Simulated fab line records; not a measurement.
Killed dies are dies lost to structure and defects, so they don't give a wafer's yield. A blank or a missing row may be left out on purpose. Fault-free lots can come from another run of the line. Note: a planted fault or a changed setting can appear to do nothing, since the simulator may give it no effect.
Split-lot study || flow n5 finfet || 21 wafers read from 7 lots, route of 1938 steps

## THE SPLIT ITSELF
At N5_BEOL_M7_PECVD_70 (deposits SiO2 from TEOS/O2, target thk 20 nm, time 22.7 s), the setting temp c was moved away from the recipe's 400 C on 5 of the 21 wafers read, by -4.3% to +4.0%. This setting was run at the recipe's value on the other wafers.

Reading taken at the split's own step.

## THE READING
SiO2_of_BEOL_M7_PECVD_70.thk nm (the simulator's own value, which no gauge read), in nm, at N5_BEOL_M7_PECVD_70 (deposits SiO2 from TEOS/O2, target thk 20 nm, time 22.7 s). The file gives no usual value for it. Average 20.0 nm, standard deviation 0.33 nm, over the 16 wafers here run with the recipe.

{"wafer": "L076.1", "tool, chamber at the split": "pecvd-02, 1,2", "temp c as run, C": 400, "against the recipe": "recipe", "SiO2_of_BEOL_M7_PECVD_70.thk nm, nm": 19.8, "against lot-mates on the recipe": "-"}
{"wafer": "L076.2", "tool, chamber at the split": "pecvd-02, 1,2", "temp c as run, C": 400, "against the recipe": "recipe", "SiO2_of_BEOL_M7_PECVD_70.thk nm, nm": 19.8, "against lot-mates on the recipe": "-"}
{"wafer": "L076.5", "tool, chamber at the split": "pecvd-02, 2", "temp c as run, C": 400, "against the recipe": "recipe", "SiO2_of_BEOL_M7_PECVD_70.thk nm, nm": 20, "against lot-mates on the recipe": "-"}
{"wafer": "L080.1", "tool, chamber at the split": "pecvd-02, 0", "temp c as run, C": 382.6, "against the recipe": "-4.3%", "SiO2_of_BEOL_M7_PECVD_70.thk nm, nm": 22, "against lot-mates on the recipe": "+1.9"}
{"wafer": "L080.3", "tool, chamber at the split": "pecvd-02, 1", "temp c as run, C": 400, "against the recipe": "recipe", "SiO2_of_BEOL_M7_PECVD_70.thk nm, nm": 20, "against lot-mates on the recipe": "-"}
{"wafer": "L080.6", "tool, chamber at the split": "pecvd-02, 2", "temp c as run, C": 400, "against the recipe": "recipe", "SiO2_of_BEOL_M7_PECVD_70.thk nm, nm": 20.2, "against lot-mates on the recipe": "-"}
{"wafer": "L089.3", "tool, chamber at the split": "pecvd-01, 0", "temp c as run, C": 400, "against the recipe": "recipe", "SiO2_of_BEOL_M7_PECVD_70.thk nm, nm": 20.4, "against lot-mates on the recipe": "-"}
{"wafer": "L089.4", "tool, chamber at the split": "pecvd-01, 2", "temp c as run, C": 400, "against the recipe": "recipe", "SiO2_of_BEOL_M7_PECVD_70.thk nm, nm": 20.6, "against lot-mates on the recipe": "-"}
{"wafer": "L089.5", "tool, chamber at the split": "pecvd-01, 2", "temp c as run, C": 400, "against the recipe": "recipe", "SiO2_of_BEOL_M7_PECVD_70.thk nm, nm": 20.2, "against lot-mates on the recipe": "-"}
{"wafer": "L094.1", "tool, chamber at the split": "pecvd-02, 0,1", "temp c as run, C": 400, "against the recipe": "recipe", "SiO2_of_BEOL_M7_PECVD_70.thk nm, nm": 19.6, "against lot-mates on the recipe": "-"}
{"wafer": "L094.5", "tool, chamber at the split": "pecvd-02, 0,1", "temp c as run, C": 400, "against the recipe": "recipe", "SiO2_of_BEOL_M7_PECVD_70.thk nm, nm": 19.6, "against lot-mates on the recipe": "-"}
{"wafer": "L094.2", "tool, chamber at the split": "pecvd-02, 2", "temp c as run, C": 400, "against the recipe": "recipe", "SiO2_of_BEOL_M7_PECVD_70.thk nm, nm": 19.8, "against lot-mates on the recipe": "-"}
{"wafer": "L091.2", "tool, chamber at the split": "pecvd-02, 2,1", "temp c as run, C": 415.9, "against the recipe": "+4.0%", "SiO2_of_BEOL_M7_PECVD_70.thk nm, nm": 18, "against lot-mates on the recipe": "no lot-mate on the recipe"}
{"wafer": "L091.6", "tool, chamber at the split": "pecvd-02, 2,1", "temp c as run, C": 415.9, "against the recipe": "+4.0%", "SiO2_of_BEOL_M7_PECVD_70.thk nm, nm": 18, "against lot-mates on the recipe": "no lot-mate on the recipe"}
{"wafer": "L091.4", "tool, chamber at the split": "pecvd-02, 2", "temp c as run, C": 415.9, "against the recipe": "+4.0%", "SiO2_of_BEOL_M7_PECVD_70.thk nm, nm": 17.8, "against lot-mates on the recipe": "no lot-mate on the recipe"}
{"wafer": "L095.2", "tool, chamber at the split": "pecvd-02, 2", "temp c as run, C": 400, "against the recipe": "recipe", "SiO2_of_BEOL_M7_PECVD_70.thk nm, nm": 19.6, "against lot-mates on the recipe": "-"}
{"wafer": "L095.3", "tool, chamber at the split": "pecvd-02, 1", "temp c as run, C": 400, "against the recipe": "recipe", "SiO2_of_BEOL_M7_PECVD_70.thk nm, nm": 19.4, "against lot-mates on the recipe": "-"}
{"wafer": "L095.6", "tool, chamber at the split": "pecvd-02, 2", "temp c as run, C": 400, "against the recipe": "recipe", "SiO2_of_BEOL_M7_PECVD_70.thk nm, nm": 19.8, "against lot-mates on the recipe": "-"}
{"wafer": "L096.2", "tool, chamber at the split": "pecvd-01, 1", "temp c as run, C": 406.8, "against the recipe": "+1.7%", "SiO2_of_BEOL_M7_PECVD_70.thk nm, nm": 19.4, "against lot-mates on the recipe": -0.9}
{"wafer": "L096.4", "tool, chamber at the split": "pecvd-01, 1", "temp c as run, C": 400, "against the recipe": "recipe", "SiO2_of_BEOL_M7_PECVD_70.thk nm, nm": 20.4, "against lot-mates on the recipe": "-"}
{"wafer": "L096.6", "tool, chamber at the split": "pecvd-01, 2", "temp c as run, C": 400, "against the recipe": "recipe", "SiO2_of_BEOL_M7_PECVD_70.thk nm, nm": 20.2, "against lot-mates on the recipe": "-"}
If several chambers appear in one row, that row covers several wafers at once and the file leaves open which wafer was in which chamber.

FIT RESULTS
A straight line over all 21 wafers: SiO2_of_BEOL_M7_PECVD_70.thk nm changes by -0.491 nm for each +1% of temp c; r = -0.94; the points scatter about the line by 0.32 nm.
The same after taking each lot's own level away (the mean of its wafers on the recipe; 18 wafers): -0.45 nm for each +1%; r = -0.97; scatter 0.13 nm.
Per that fit: largest temp c move, reading shift of 2 nm.
Measured against the standard deviation above, the lots' own levels, which go from 19.60 to 20.40 nm, span 2.4 times it.
The two slopes are in agreement: the lot-to-lot level therefore moves the slope only a little.
Check: for one of the wafers moved furthest among these (-4.3%), held out of the fit, the line's prediction against its lot-mates is +2.3 nm. Against them it came out at +1.9 nm.

## FURTHER SPLITS ON THESE WAFERS
Other splits were also applied to these wafers ahead of the reading. Each is held against what the fit with the lots' levels taken away leaves over:
{"other split on the same wafers": "N5_BEOL_M5_EXPOSE_25 dose mj", "wafers away from the commonest value": 10, "r with SiO2_of_BEOL_M7_PECVD_70.thk nm (lot level and that fit taken away)": -0.07}
{"other split on the same wafers": "N5_BEOL_M5_ETCH_68 time s", "wafers away from the commonest value": 8, "r with SiO2_of_BEOL_M7_PECVD_70.thk nm (lot level and that fit taken away)": "+0.02"}
{"other split on the same wafers": "N5_BEOL_M6_PECVD_70 temp c", "wafers away from the commonest value": 8, "r with SiO2_of_BEOL_M7_PECVD_70.thk nm (lot level and that fit taken away)": -0.39}
{"other split on the same wafers": "N5_BEOL_M6_COAT_59 spin rpm", "wafers away from the commonest value": 6, "r with SiO2_of_BEOL_M7_PECVD_70.thk nm (lot level and that fit taken away)": "+0.18"}

## THE FILE'S OWN FIT
SiO2_of_BEOL_M7_PECVD_70.thk nm changes by -0.449 nm for each +1% of temp c, r = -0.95.
